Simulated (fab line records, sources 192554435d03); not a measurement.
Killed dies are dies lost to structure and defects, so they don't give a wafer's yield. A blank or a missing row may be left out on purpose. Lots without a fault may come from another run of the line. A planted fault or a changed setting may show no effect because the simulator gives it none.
Chamber matching | flow n5_finfet | N5_BEOL_M1_ETCH_63 on rie_diel-02: 4 sister chambers
The step etches SiARC in CF4, target depth 15.6 nm, time 26 s. 8 wafers are shown with their chamber, then 10 later ones without.

WAFERS WITH THEIR CHAMBER
wafer  | chamber | showerhead_plenum_p_Torr (Torr) | drypump_motor_current_A (A)
L077.4 | 1       | 2.26                            | 6.6
L079.1 | 0       | 2.21                            | 6.2
L083.2 | 0       | 2.20                            | 6.1
L083.6 | 2       | 2.07                            | 5.3
L084.1 | 2       | 2.07                            | 5.3
L084.6 | 3       | 2.18                            | 5.3
L085.2 | 1       | 2.26                            | 6.5
L085.3 | 3       | 2.18                            | 5.2

WAFERS WITHOUT THEIR CHAMBER
wafer  | showerhead_plenum_p_Torr (Torr) | drypump_motor_current_A (A)
L085.4 | 2.26                            | 6.5
L086.1 | 2.26                            | 6.5
L086.5 | 2.17                            | 5.2
L086.6 | 2.26                            | 6.5
L089.2 | 2.17                            | 5.2
L089.3 | 2.25                            | 6.5
L089.6 | 2.06                            | 5.3
L091.1 | 2.20                            | 6.1
L091.2 | 2.17                            | 5.2
L091.6 | 2.17                            | 5.3

WHICH CHAMBER EACH WENT THROUGH
wafer  | from the rows above | in truth
L085.4 | 1                   | 1
L086.1 | 1                   | 1
L086.5 | 3                   | 3
L086.6 | 1                   | 1
L089.2 | 3                   | 3
L089.3 | 1                   | 1
L089.6 | 2                   | 2
L091.1 | 0                   | 0
L091.2 | 3                   | 3
L091.6 | 3                   | 3
Placed correctly: 10 of 10. Can't be placed from these rows: 0. Placed wrongly: 0.
How it was worked out, from the rows above alone: a wafer's distance from a chamber is the root of the sum, over the readings, of the square of ((its reading less the chamber's mean) divided by the reading's scatter). The wafer belongs to the nearest chamber; if the next one is less than 2 further off, it can't be placed. A chamber's mean is the mean of its shown wafers. The scatter: the root of (the sum of the squares of (reading less its chamber's mean) over the shown wafers, divided by (wafers less chambers)).
